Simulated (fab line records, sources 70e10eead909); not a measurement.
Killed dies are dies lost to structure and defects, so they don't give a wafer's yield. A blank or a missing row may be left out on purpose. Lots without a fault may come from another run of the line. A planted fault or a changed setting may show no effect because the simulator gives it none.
A struck lot beside a sound one | flow nand_harc | 18 steps out of a route of 1159
Sound: wafers L268.3, L268.4, L268.5. Struck: wafers L275.2, L275.3, L275.6. The cause comes at the end.
At each step with rows: each side's tool, then ch and its chambers, then its first start. Under that, the readings that differ: sound wafers | struck wafers | difference of the means | sigmas: that difference in standard deviations of wafers without a fault.
alike: readings whose means differ by less than 2 such deviations, and words and numbers that are the same on both sides. not compared: withheld readings, readings that some wafer has no value for, bounds like >300 that may hide the same value, and numbers for which the record gives no deviation and whose values overlap.
The two part at a step that has a row with sigmas, a row that says differs or no value, or rows on one side only. Numbers that don't overlap but have no deviation are shown without sigmas and don't part them. A reading that every wafer of one side lacks parts them only if that side has two wafers or more.

NHARC_P_M2_INSPECT_11:
  sound on defect_inspect-01, day 6 20:23; struck on defect_inspect-02, day 8 20:27
  alike: raw_defect_count
NHARC_P_M2_DESCUM_14: chemistry O2, time 3 s.
  sound on rie_diel-12 ch 1,3, day 6 20:27; struck on rie_diel-09 ch 0,1,2, day 8 20:32
  alike: drypump_motor_current_A, mfc_ar_sccm, oes_product_au, rf_vpp_V, showerhead_plenum_p_Torr, throttle_valve_pct
  not compared: rf_hours_counter_h
then, 2 steps without rows for these wafers: NHARC_P_M2_ETCH_35 (etches the open film in N2/H2, target depth 40 nm, overetch 12 nm, time 43.94 s); NHARC_P_M2_ETCH_15 (etches the open film in C4F8/Ar, target depth 182.5 nm, time 91.2 s).
NHARC_P_M2_CD_MEAS_16:
  sound on cd_sem-02, day 6 20:49; struck on cd_sem-03, day 8 20:49
  alike: cd_nm
then, 3 steps without rows for these wafers: NHARC_P_M2_STRIP_18 (strips in N2/H2); NHARC_P_M2_ETCH_28 (etches the open film in CF4/N2, target depth 30 nm, time 72.99 s); NHARC_P_M2_STRIP_19 (strips in post etch residue remover, time 600 s).
NHARC_P_M2_DEGAS_29: time 60 s.
  sound on pvd_sputter-02, day 6 21:32; struck on pvd_sputter-03, day 8 21:34
  alike: heater_power_w
NHARC_P_M2_PRE_CLEAN_30: time 30 s.
  sound on pvd_sputter-02; struck on pvd_sputter-03
  alike: heater_power_w
NHARC_P_M2_PVD_20: deposits TaN, target thk 5 nm, time 8.06 s.
  sound on pvd_sputter-02; struck on pvd_sputter-03
  alike: cathode_dc_power_W, throttle_valve_pct
NHARC_P_M2_PVD_21: deposits Cu, target thk 30 nm, time 20.49 s.
  sound on pvd_sputter-02; struck on pvd_sputter-03
  alike: cathode_dc_power_W, throttle_valve_pct
NHARC_P_M2_ECD_22: material Cu, target thk 400 nm.
  sound on ecd_cu-01 ch 0,1, day 6 22:01; struck on ecd_cu-02 ch 0,1, day 8 21:55
  no value came back on the struck wafers for bath_heat_duty_pct (%), bath_temp_c (C); on the sound wafers bath_heat_duty_pct (%) reads 5.8 6.8 6.5
then, 1 step without rows for these wafers: NHARC_P_M2_ANNEAL_31 (time 90 s).
NHARC_P_M2_CMP_23: polishes, t overpolish 20 s, target thk 144.3 nm.
  sound on cmp-02 ch 0,2, day 6 22:40; struck on cmp-02 ch 1,2, day 8 22:40
  reading                | sound          | struck      | difference | sigmas
  time_to_endpoint_s (s) | 31.1 30.4 27.2 | 0.0 0.6 1.1 | -29.0      | -11
  alike: motor_current_A
NHARC_P_M2_THK_MEAS_24: measures by xrf.
  sound on film_metro-02, day 6 22:59; struck on film_metro-02, day 8 22:59
  reading     | sound             | struck         | difference | sigmas
  thk_nm (nm) | 146.5 145.5 144.6 | 30.2 28.9 29.9 | -115.9     | -77
then, 1 step without rows for these wafers: NHARC_P_M2_SRD_25.
-- the record jumps here: 13 days lie between the struck wafers' starts before and after (it left off in module P_M2 and takes up again in module END, whose first step shown is number 1159 of the route) --
NHARC_END_SORT_01:
  sound on prober-01 ch 0, day 19 20:19; struck on prober-02 ch 0, day 21 19:09
  reading                  | sound          | struck         | difference | sigmas
  defect_limited_yield (%) | 97.8 96.6 96.6 | 0 0 0          | -97        | -54
  killed_at_periphery      | 1 6 2          | 664 657 655    | +656       | +99 or more
  killed_dies              | 15 23 23       | 677 677 677    | +657       | +55
  sort_bin_2_pct (%)       | 0.9 1.0 0.9    | 98.7 97.5 96.6 | +96.7      | +99 or more
  sort_n_pass              | 662 654 654    | 0 0 0          | -657       | -55
  sort_rim_yield_pct (%)   | 97.2 92.5 97.2 | 0 0 0          | -96        | -38
  sort_yield_pct (%)       | 97.8 96.6 96.6 | 0 0 0          | -97        | -54
  alike: killed_at_array, killed_at_other, killed_open, killed_short, sort_bin_3_pct, sort_bin_4_pct

WHERE THEY PART
First at NHARC_P_M2_ECD_22; last, within this record, at NHARC_END_SORT_01.

WHY: what the simulator had put in
Skipped step whole: ecd_cu-02, from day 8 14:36 on, at NHARC_P_M2_ECD_22. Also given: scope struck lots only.
